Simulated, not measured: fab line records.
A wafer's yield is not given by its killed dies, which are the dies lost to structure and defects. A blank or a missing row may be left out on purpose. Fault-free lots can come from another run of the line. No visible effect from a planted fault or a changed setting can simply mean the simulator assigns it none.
What tool caused it? || flow nand_harc || at 1 step of a route of 1159, 10 lots with 30 wafers sampled

## WHAT EACH GAUGE READ, for each wafer
NHARC_P_M0_INSPECT_11.
{"lot": "L744", "measured": "day 6 13:14", "on": "defect_inspect-01", "raw_defect_count": "6 8 5"}
{"lot": "L746", "measured": "day 6 19:44", "on": "defect_inspect-01", "raw_defect_count": "5 15 6"}
{"lot": "L749", "measured": "day 8 00:42", "on": "defect_inspect-01", "raw_defect_count": "5 7 10"}
{"lot": "L750", "measured": "day 8 01:16", "on": "defect_inspect-02", "raw_defect_count": "1 1 4"}
{"lot": "L756", "measured": "day 9 03:50", "on": "defect_inspect-02", "raw_defect_count": "1 3 2"}
{"lot": "L754", "measured": "day 9 11:08", "on": "defect_inspect-02", "raw_defect_count": "5 5 0"}
{"lot": "L757", "measured": "day 9 20:10", "on": "defect_inspect-01", "raw_defect_count": "0 1 2"}
{"lot": "L762", "measured": "day 11 00:59", "on": "defect_inspect-02", "raw_defect_count": "6 5 6"}
{"lot": "L763", "measured": "day 11 01:34", "on": "defect_inspect-01", "raw_defect_count": "4 6 3"}
{"lot": "L764", "measured": "day 11 18:23", "on": "defect_inspect-01", "raw_defect_count": "8 7 14"}

## TOOL THAT RAN EACH LOT (tool first, then ch and the chambers of the sampled wafers, then the start)
Record: no process step prior to these readings.

## THE ANSWER, worked out from the rows above alone
Rule: what is usual is taken from the lots themselves. The widest of any qualifying gaps counts: lots, ordered by their means at a reading, are off when they make up no more than a third of the lots, leave a main group of 4 or more, and stand apart from it by 3 or more times the standard deviation of that group's means. Not used: any main group whose means are identical at the precision the tables above print for the reading. Also off: a lot with no number at a reading for which 4 or more lots have one. The other lots that the step has rows for count as sound.
Nothing can be told from this: no lot is off at any reading shown.

## WHAT THE SIMULATOR HAD PUT IN
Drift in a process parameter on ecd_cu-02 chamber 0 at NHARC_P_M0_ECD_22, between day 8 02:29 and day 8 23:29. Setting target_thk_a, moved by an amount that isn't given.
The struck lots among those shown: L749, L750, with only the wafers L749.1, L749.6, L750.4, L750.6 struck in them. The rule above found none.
